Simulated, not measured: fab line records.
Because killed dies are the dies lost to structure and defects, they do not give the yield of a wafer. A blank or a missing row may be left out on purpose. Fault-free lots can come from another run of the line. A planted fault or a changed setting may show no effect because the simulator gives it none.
Matching of chambers	flow n5-finfet	rie-diel-01 running N5_HKMG_FIN_DESCUM_17: 4 sister chambers
The step chemistry O2, time 7.9 s. 14 wafers are shown with their chamber, then 7 later ones without.

== WAFERS, EACH WITH ITS CHAMBER ==
wafer	chamber	throttle-valve-pct (%)	drypump-motor-current-A (A)	showerhead-plenum-p-Torr (Torr)
L077.1	2	20.36	6.2	2.12
L077.3	1	20.82	6.0	2.05
L077.4	3	20.55	5.5	2.11
L079.1	3	20.58	5.5	2.11
L079.4	0	20.12	5.2	2.13
L079.6	1	20.83	6.0	2.05
L080.1	0	20.11	5.2	2.13
L080.2	2	20.38	6.2	2.12
L080.4	3	20.58	5.5	2.11
L083.3	3	20.58	5.6	2.10
L083.5	2	20.39	6.3	2.12
L083.6	1	20.86	6.0	2.05
L087.2	0	20.15	5.2	2.12
L087.3	2	20.39	6.3	2.11

SIGNATURES (means of the wafers above)
reading	chamber 0	chamber 1	chamber 2	chamber 3	scatter within a chamber
throttle-valve-pct	20.1267	20.8367	20.3800	20.5725	0.0173
drypump-motor-current-A	5.200	6.000	6.250	5.525	0.0418
showerhead-plenum-p-Torr	2.1267	2.0500	2.1175	2.1075	0.00465
Rule: distance of a wafer from a chamber = root of the sum over the readings of ((wafer's reading minus chamber's mean) / reading's scatter) squared. If the next closest chamber is less than 2 further off than the closest, the wafer can't be placed; otherwise it belongs to the closest. The scatter: the root of (the sum of the squares of (reading less its chamber's mean) over the shown wafers, divided by (wafers less chambers)).

== WAFERS WHOSE CHAMBER IS MISSING ==
wafer	throttle-valve-pct (%)	drypump-motor-current-A (A)	showerhead-plenum-p-Torr (Torr)
L087.4	20.88	6.0	2.05
L088.3	20.60	5.5	2.10
L088.4	20.88	6.0	2.05
L088.6	20.58	5.5	2.10
L092.1	20.41	6.3	2.11
L092.2	20.87	6.0	2.04
L092.3	20.59	5.5	2.10

== EACH ONE'S CHAMBER ==
wafer	from the rows above	in truth
L087.4	1	1
L088.3	3	3
L088.4	1	1
L088.6	3	3
L092.1	2	2
L092.2	1	1
L092.3	3	3
Placed correctly: 7 of 7. Not placeable from these rows: 0. Wrongly placed: 0.
